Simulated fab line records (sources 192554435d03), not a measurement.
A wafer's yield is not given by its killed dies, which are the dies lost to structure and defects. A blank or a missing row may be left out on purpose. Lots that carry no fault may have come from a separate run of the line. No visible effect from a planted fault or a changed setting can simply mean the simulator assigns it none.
Chamber matching / flow n5-finfet / N5_FIN_SAQP_MANDREL2_REMOVE_60 on rie-si-03: 3 sister chambers
The step chemistry HBr/Cl2/O2, target a-Si, stops on SiNx, bt time 10 s. 6 wafers are shown with their chamber, then 4 later ones without.

WAFERS PAIRED WITH THEIR CHAMBERS
wafer=L080.6; chamber=1; throttle-valve-pct (%)=36.9; drypump-motor-current-A (A)=5.8
wafer=L082.4; chamber=1; throttle-valve-pct (%)=36.9; drypump-motor-current-A (A)=5.8
wafer=L086.2; chamber=3; throttle-valve-pct (%)=36.0; drypump-motor-current-A (A)=6.5
wafer=L086.5; chamber=0; throttle-valve-pct (%)=36.3; drypump-motor-current-A (A)=5.6
wafer=L091.2; chamber=0; throttle-valve-pct (%)=36.4; drypump-motor-current-A (A)=5.6
wafer=L091.4; chamber=3; throttle-valve-pct (%)=36.0; drypump-motor-current-A (A)=6.6

WAFERS WHOSE CHAMBER IS MISSING
wafer=L091.6; throttle-valve-pct (%)=36.4; drypump-motor-current-A (A)=5.7
wafer=L095.5; throttle-valve-pct (%)=36.9; drypump-motor-current-A (A)=5.8
wafer=L096.1; throttle-valve-pct (%)=36.0; drypump-motor-current-A (A)=6.6
wafer=L096.3; throttle-valve-pct (%)=36.9; drypump-motor-current-A (A)=5.8

CHAMBER TAKEN BY EACH
wafer=L091.6; from the rows above=0; in truth=0
wafer=L095.5; from the rows above=1; in truth=1
wafer=L096.1; from the rows above=3; in truth=3
wafer=L096.3; from the rows above=1; in truth=1
Placed correctly: 4 of 4. Can't be placed from these rows: 0. Number placed wrongly: 0.
How it was worked out, from the rows above alone: a wafer's distance from a chamber is the root of the sum, over the readings, of the square of ((its reading less the chamber's mean) divided by the reading's scatter). If the next closest chamber is less than 2 further off than the closest, the wafer can't be placed; otherwise it belongs to the closest. For every chamber, the mean is computed from those of its wafers that are shown. How the scatter is found: for the shown wafers, subtract from each reading the mean of its chamber, square and add these, divide the total by (wafers less chambers), then take the root.
